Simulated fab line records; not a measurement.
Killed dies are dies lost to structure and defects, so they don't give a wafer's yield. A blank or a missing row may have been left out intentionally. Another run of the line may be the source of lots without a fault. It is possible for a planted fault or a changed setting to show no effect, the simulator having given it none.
Struck lot and sound lot, side by side || flow nand-harc || 16 out of 1302 route steps
Sound: wafers L770.3, L770.4, L770.5. The struck wafers were L777.4, L777.5, L777.6. The cause is named last.
Each step with rows lists, per side, the tool, then ch with its chambers, then its first start. Under that, the readings that differ: sound wafers || struck wafers || difference of the means || sigmas: that difference in standard deviations of wafers without a fault.
alike: a reading whose means differ by less than 2 such deviations, as well as words and numbers matching on both sides. not compared: withheld readings; readings where some wafer has no value; bounds like >300 that might hide an equal value; numbers whose values overlap and for which the record gives no deviation.
A row with sigmas, a row that says differs or no value, or rows on one side alone: a step with any of these is where the two part. Numbers that don't overlap but have no deviation are shown without sigmas and don't part them. A reading that every wafer of one side lacks parts them only if that side has two wafers or more.

NHARC_A_ONON_D2_THK_MEAS_05: measures by ellipsometry.
  sound on film-metro-01, day 14 23:05; struck on film-metro-02, day 17 10:37
  alike: thk-nm
next comes 1 step that has no rows for these wafers: NHARC_A_ONON_D2_DEP_06 (target thickness 1000 nm).
NHARC_A_ONON_D2_THK_MEAS_08: measures by ellipsometry.
  sound on film-metro-01, day 14 23:40; struck on film-metro-02, day 17 11:11
  alike: thk-nm
next comes 1 step that has no rows for these wafers: NHARC_A_ONON_D2_DEP_09 (target thickness 1000 nm).
NHARC_A_ONON_D2_THK_MEAS_11: measures by ellipsometry.
  sound on film-metro-01, day 15 00:13; struck on film-metro-01, day 17 11:45
  alike: thk-nm
next comes 1 step that has no rows for these wafers: NHARC_A_ONON_D2_DEP_12 (target thickness 1000 nm).
NHARC_A_ONON_D2_THK_MEAS_14: measures by ellipsometry.
  sound on film-metro-01, day 15 00:47; struck on film-metro-01, day 17 12:21
  alike: thk-nm
then, 2 steps without rows for these wafers: NHARC_A_ONON_D2_ANNEAL_15 (time 3600 s); NHARC_A_ONON_D2_DEP_16 (target thk 1000 nm).
NHARC_A_ONON_D2_THK_MEAS_18: measures by ellipsometry.
  sound on film-metro-01, day 15 08:32; struck on film-metro-02, day 17 19:41
  alike: thk-nm
next comes 1 step that has no rows for these wafers: NHARC_A_ONON_D2_DEP_19 (target thickness 1000 nm).
NHARC_A_ONON_D2_THK_MEAS_21: measures by ellipsometry.
  sound on film-metro-01, day 15 09:05; struck on film-metro-02, day 17 20:16
  alike: thk-nm
NHARC_A_ONON_D2_DEP_22: target thk 1000 nm.
  sound on pecvd-onon-04 ch 0, day 15 09:16; struck on pecvd-onon-04 ch 0, day 17 20:29
  alike: susceptor-temp-C
NHARC_A_ONON_D2_THK_MEAS_24: measures by ellipsometry.
  sound on film-metro-01, day 15 09:39; struck on film-metro-01, day 17 20:49
{"reading": "thk-nm (nm)", "sound": "995 996 995", "struck": "370 370 372", "difference": -625, "sigmas": -73}
next comes 1 step that has no rows for these wafers: NHARC_A_ONON_D2_DEP_25 (target thickness 1000 nm).
-- record jumps: 12 days between struck wafers' starts before vs after; left off in module A_ONON_D2, resumes in module END, first step shown is number 1302 of the route --
NHARC_END_SORT_01:
  here the record holds rows for the struck wafers (prober-02 ch 0, day 29 13:39) but none for the sound ones

== WHERE THEY PART ==
Last at NHARC_END_SORT_01 as far as this record goes, first at NHARC_A_ONON_D2_THK_MEAS_24.

WHY: what had been put in by the simulator
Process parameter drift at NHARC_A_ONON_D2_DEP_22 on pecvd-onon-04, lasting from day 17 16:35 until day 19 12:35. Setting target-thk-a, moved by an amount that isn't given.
